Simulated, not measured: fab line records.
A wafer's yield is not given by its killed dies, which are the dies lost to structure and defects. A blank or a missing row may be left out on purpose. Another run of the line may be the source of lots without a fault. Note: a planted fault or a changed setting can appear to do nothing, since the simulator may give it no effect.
Which tool is to blame?	flow nand harc	45 wafers from 15 lots sampled at 4 of the route's 1302 steps

## WHAT THE GAUGES READ, wafer by wafer
No reading from a measuring or inspecting step in the record can be judged against a usual standard deviation.

## WHICH TOOL RAN EACH LOT (tool, then ch and the chambers of the sampled wafers, then the start)
lot	NHARC_A_SLIT_DESCUM_14	NHARC_A_SLIT_ETCH_15	NHARC_A_SLIT_ETCH_26	NHARC_A_WL_FILL_ALD_00
L134	rie diel-02 ch 1,3, day 20 16:47	rie diel-02 ch 1,2, day 20 23:25 or earlier	har etch-01 ch 0,1, day 20 23:25	ald hk-01 ch 0,2,3, day 21 07:35
L137	rie diel-02 ch 1,2,3, day 20 23:03	rie diel-02 ch 1,2,3, day 21 07:24 or earlier	har etch-01 ch 0,1, day 21 07:24	ald hk-04 ch 1,2, day 21 15:40
L139	rie diel-05 ch 1,2,3, day 21 08:12	rie diel-05 ch 1,2,3, day 21 15:20 or earlier	har etch-01 ch 0,1, day 21 15:20	ald hk-01 ch 1,2,3, day 22 00:40
L140	rie diel-05 ch 0,1,3, day 22 05:23	rie diel-05 ch 0,1,3, day 22 10:16 or earlier	har etch-01 ch 0,1, day 22 10:16	ald hk-04 ch 1,2,3, day 22 18:25
L138	rie diel-03 ch 1,2,3, day 22 05:31	rie diel-03 ch 1,2,3, day 22 10:28 or earlier	har etch-02 ch 0,1, day 22 10:28	ald hk-01 ch 0,2,3, day 22 18:26
L141	rie diel-05 ch 0,2,3, day 23 12:49	rie diel-05 ch 0,1,2, day 23 17:46 or earlier	har etch-01 ch 1, day 23 17:46	ald hk-01 ch 0,3, day 24 01:55
L144	rie diel-03 ch 0,1,3, day 24 04:19	rie diel-03 ch 0,1,3, day 24 09:12 or earlier	har etch-02 ch 0,1, day 24 09:12	ald hk-03 ch 0,1,2, day 24 17:21
L145	rie diel-05 ch 1,2,3, day 24 15:29	rie diel-05 ch 1,3, day 24 20:25 or earlier	har etch-02 ch 0, day 24 20:25	ald hk-01 ch 0,1, day 25 05:02
L149	rie diel-03 ch 1,2,3, day 26 05:35	rie diel-03 ch 0,2,3, day 26 10:31 or earlier	har etch-02 ch 0,1, day 26 10:31	ald hk-03 ch 1,2,3, day 26 18:39
L153	rie diel-02 ch 0,3, day 27 17:01	rie diel-02 ch 0,1,2, day 27 21:56 or earlier	har etch-02 ch 0,1, day 27 21:56	-
L154	rie diel-03 ch 0,1, day 27 22:07	rie diel-03 ch 0,1, day 28 03:01 or earlier	har etch-02 ch 0, day 28 03:01	-
L152	rie diel-03 ch 0,1,2, day 28 01:26	rie diel-03 ch 1,2,3, day 28 06:49 or earlier	har etch-02 ch 0,1, day 28 06:49	-
L155	rie diel-05 ch 0,1,2, day 28 20:20	rie diel-05 ch 0,2,3, day 29 01:19 or earlier	har etch-01 ch 0,1, day 29 01:19	ald hk-04 ch 0,1,2, day 29 09:34
L157	rie diel-02 ch 0,2,3, day 29 12:07	rie diel-02 ch 0,1,3, day 29 16:56 or earlier	har etch-02 ch 0,1, day 29 16:56	ald hk-04 ch 0,1,3, day 30 01:08
L156	rie diel-03 ch 0,3, day 29 12:23	rie diel-03 ch 0,3, day 29 12:39	har etch-01 ch 0,1, day 29 18:00	ald hk-04 ch 1,2,3, day 30 01:21
- NHARC_A_SLIT_DESCUM_14: chemistry O2, time 3 s.
- NHARC_A_SLIT_ETCH_15: etches the open film in O2/COS, target depth 6200 nm, time 1612 s.
- NHARC_A_SLIT_ETCH_26: etches the open film in C4F8/O2/Ar, time 90 s, target depth 400 nm.
- NHARC_A_WL_FILL_ALD_00: deposits Al2O3, target thk 3 nm, pulse time 3 s, ald cycles 30.

## AS READ BY THE TOOLS THEMSELVES (means over the sampled wafers that have a number; for cases with no such wafer, the mark the record gives instead)
NHARC_A_SLIT_DESCUM_14.
lot	tool	drypump motor current A (A)	oes product au (a.u.)	rf vpp V (V)	showerhead plenum p Torr (Torr)	throttle valve pct (%)
L134	rie diel-02	5.8	0.986	57.6	1.95	11.311
L137	rie diel-02	6.0	1.000	58.0	1.94	11.310
L139	rie diel-05	6.0	1.011	57.5	1.92	11.308
L140	rie diel-05	5.4	0.995	57.8	1.92	11.314
L138	rie diel-03	5.9	1.004	57.0	1.87	11.315
L141	rie diel-05	5.9	0.998	57.7	1.94	11.310
L144	rie diel-03	6.4	0.995	57.1	1.88	11.310
L145	rie diel-05	6.0	1.005	58.1	1.92	11.310
L149	rie diel-03	5.9	1.004	57.9	1.87	11.310
L153	rie diel-02	5.7	1.000	57.9	1.95	11.305
L154	rie diel-03	6.3	1.001	57.3	1.86	11.320
L152	rie diel-03	6.0	1.001	58.7	1.88	11.315
L155	rie diel-05	5.5	0.995	57.9	1.97	11.315
L157	rie diel-02	5.9	1.000	57.5	1.93	11.307
L156	rie diel-03	6.7	0.998	57.3	1.91	11.308

NHARC_A_SLIT_ETCH_15.
lot	tool	bias w (W)	chamber pressure mTorr (mTorr)	drypump motor current A (A)	oes product au (a.u.)	rf vpp V (V)	showerhead plenum p Torr (Torr)	throttle valve pct (%)
L134	rie diel-02	299.1	19.995	6.0	1.003	314.4	3.16	28.324
L137	rie diel-02	299.3	20.000	6.1	0.989	314.5	3.16	28.328
L139	rie diel-05	301.0	20.010	5.9	1.005	314.5	3.13	28.325
L140	rie diel-05	299.6	19.983	5.5	1.005	314.7	3.14	28.340
L138	rie diel-03	300.1	19.995	5.9	1.009	313.3	3.05	28.330
L141	rie diel-05	299.8	20.009	5.5	1.003	315.5	3.22	28.329
L144	rie diel-03	300.4	20.005	6.4	0.993	313.5	3.07	28.327
L145	rie diel-05	300.4	20.008	5.5	1.007	314.0	3.11	28.338
L149	rie diel-03	299.6	19.986	6.1	1.005	313.9	3.11	28.335
L153	rie diel-02	300.7	19.993	5.9	1.002	315.0	3.15	28.329
L154	rie diel-03	300.1	20.020	6.3	0.997	313.3	3.03	28.327
L152	rie diel-03	299.8	20.012	5.9	1.002	313.2	3.05	28.330
L155	rie diel-05	300.6	19.996	5.9	1.002	315.1	3.16	28.324
L157	rie diel-02	300.7	20.007	5.7	1.005	315.0	3.17	28.319
L156	rie diel-03	299.8	20.000	6.7	1.000	314.2	3.12	28.318

NHARC_A_SLIT_ETCH_26.
lot	tool	bias v (V)	c4f8 flow sccm (sccm)	drypump motor current A (A)	showerhead plenum p Torr (Torr)	throttle valve pct (%)
L134	har etch-01	396	41.78	6.1	3.67	27.619
L137	har etch-01	405	41.63	6.1	3.67	27.623
L139	har etch-01	400	41.71	5.9	3.67	27.611
L140	har etch-01	393	41.59	5.9	3.66	27.630
L138	har etch-02	403	41.68	5.5	3.79	27.620
L141	har etch-01	396	41.58	6.4	3.65	27.617
L144	har etch-02	399	41.74	5.6	3.85	27.620
L145	har etch-02	400	41.87	5.7	3.92	27.617
L149	har etch-02	399	41.75	5.6	3.83	27.605
L153	har etch-02	-	-	-	-	-
L154	har etch-02	-	-	-	-	-
L152	har etch-02	-	-	-	-	-
L155	har etch-01	403	41.71	5.9	3.61	27.622
L157	har etch-02	400	41.77	5.5	3.73	27.629
L156	har etch-01	402	41.65	5.9	3.61	27.621

NHARC_A_WL_FILL_ALD_00.
lot	tool	heater power w (W)	precursor pulse height rel
L134	ald hk-01	463	0.992
L137	ald hk-04	536	1.008
L139	ald hk-01	444	0.997
L140	ald hk-04	530	0.985
L138	ald hk-01	454	1.010
L141	ald hk-01	456	0.998
L144	ald hk-03	501	1.017
L145	ald hk-01	425	0.979
L149	ald hk-03	507	1.007
L155	ald hk-04	512	0.990
L157	ald hk-04	500	0.985
L156	ald hk-04	502	1.014

## THE ANSWER, worked out from the rows above alone
Rule: the lots themselves supply what counts as usual. The widest of any qualifying gaps counts: lots, ordered by their means at a reading, are off when they make up no more than a third of the lots, leave a main group of 4 or more, and stand apart from it by 3 or more times the standard deviation of that group's means. The tables above print the reading to a certain number of digits; a main group whose means all agree to those digits is not used. Also off: a lot with no number at a reading for which 4 or more lots have one. Any other lot the step has rows for is counted as sound. First the gauges in route order, then the tools' own readings, where a lot's mean is used as printed above. The first step at which some lot is off is used, and at that step the reading that is off furthest; a lot without a number counts as furthest.
Off: L153, L154, L152, at NHARC_A_SLIT_ETCH_26 (bias v). Without a number there: L153, L154, L152. The main group has a mean of 400 V with a standard deviation of 3.3.
A tool fits if, at that step or a process step before it, it ran every lot that is off, and no sound lot after the first of them. NHARC_A_SLIT_ETCH_15: start missing for some lots; hours and lot order therefore follow NHARC_A_SLIT_ETCH_26. Of those tried, none fits.

## WHAT WAS PUT IN BY THE SIMULATOR
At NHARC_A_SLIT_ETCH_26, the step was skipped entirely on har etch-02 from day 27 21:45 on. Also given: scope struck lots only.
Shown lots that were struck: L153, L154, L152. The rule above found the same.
